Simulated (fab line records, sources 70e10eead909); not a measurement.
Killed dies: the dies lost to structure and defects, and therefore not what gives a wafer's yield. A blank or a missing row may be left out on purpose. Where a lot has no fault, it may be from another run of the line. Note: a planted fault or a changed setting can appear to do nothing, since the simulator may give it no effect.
Matching of chambers || flow nand-harc || NHARC_A_ZERO_WELL_ETCH_13 on rie-si-06: 4 sister chambers
The step etches the open film in HBr/Cl2, target depth 120 nm, time 40.1 s. 4 wafers are shown with their chamber, then 6 later ones without.

## WAFERS, EACH WITH ITS CHAMBER
{"wafer": "L686.1", "chamber": 3, "oes-product-au (a.u.)": 0.974}
{"wafer": "L690.3", "chamber": 2, "oes-product-au (a.u.)": 0.989}
{"wafer": "L691.4", "chamber": 1, "oes-product-au (a.u.)": 0.965}
{"wafer": "L691.5", "chamber": 0, "oes-product-au (a.u.)": 1.005}

## WAFERS MISSING THEIR CHAMBER
{"wafer": "L692.3", "oes-product-au (a.u.)": 0.983}
{"wafer": "L692.4", "oes-product-au (a.u.)": 1.017}
{"wafer": "L692.6", "oes-product-au (a.u.)": 0.979}
{"wafer": "L697.3", "oes-product-au (a.u.)": 0.973}
{"wafer": "L697.4", "oes-product-au (a.u.)": 0.989}
{"wafer": "L697.6", "oes-product-au (a.u.)": 0.985}

## WHICH CHAMBER EACH WENT THROUGH
{"wafer": "L692.3", "from the rows above": "can't be placed: 2 or 3 or 1", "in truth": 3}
{"wafer": "L692.4", "from the rows above": 0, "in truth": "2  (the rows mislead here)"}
{"wafer": "L692.6", "from the rows above": "can't be placed: 3 or 2 or 1", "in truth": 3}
{"wafer": "L697.3", "from the rows above": "can't be placed: 3 or 1", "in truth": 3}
{"wafer": "L697.4", "from the rows above": 2, "in truth": 2}
{"wafer": "L697.6", "from the rows above": "can't be placed: 2 or 3", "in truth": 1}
Placed correctly: 1 of 6. Not placeable from these rows: 4 (in 3, the candidates include the true chamber). 1 placed wrongly.
How it was worked out, from the rows above alone: a wafer's distance from a chamber is the root of the sum, over the readings, of the square of ((its reading less the chamber's mean) divided by the reading's scatter). If the next closest chamber is less than 2 further off than the closest, the wafer can't be placed; otherwise it belongs to the closest. The mean given for a chamber averages the wafers shown for that chamber. The scatter (one wafer shown for each chamber): square how far every hidden wafer sits from the nearest shown wafer, average those squares and take the square root.
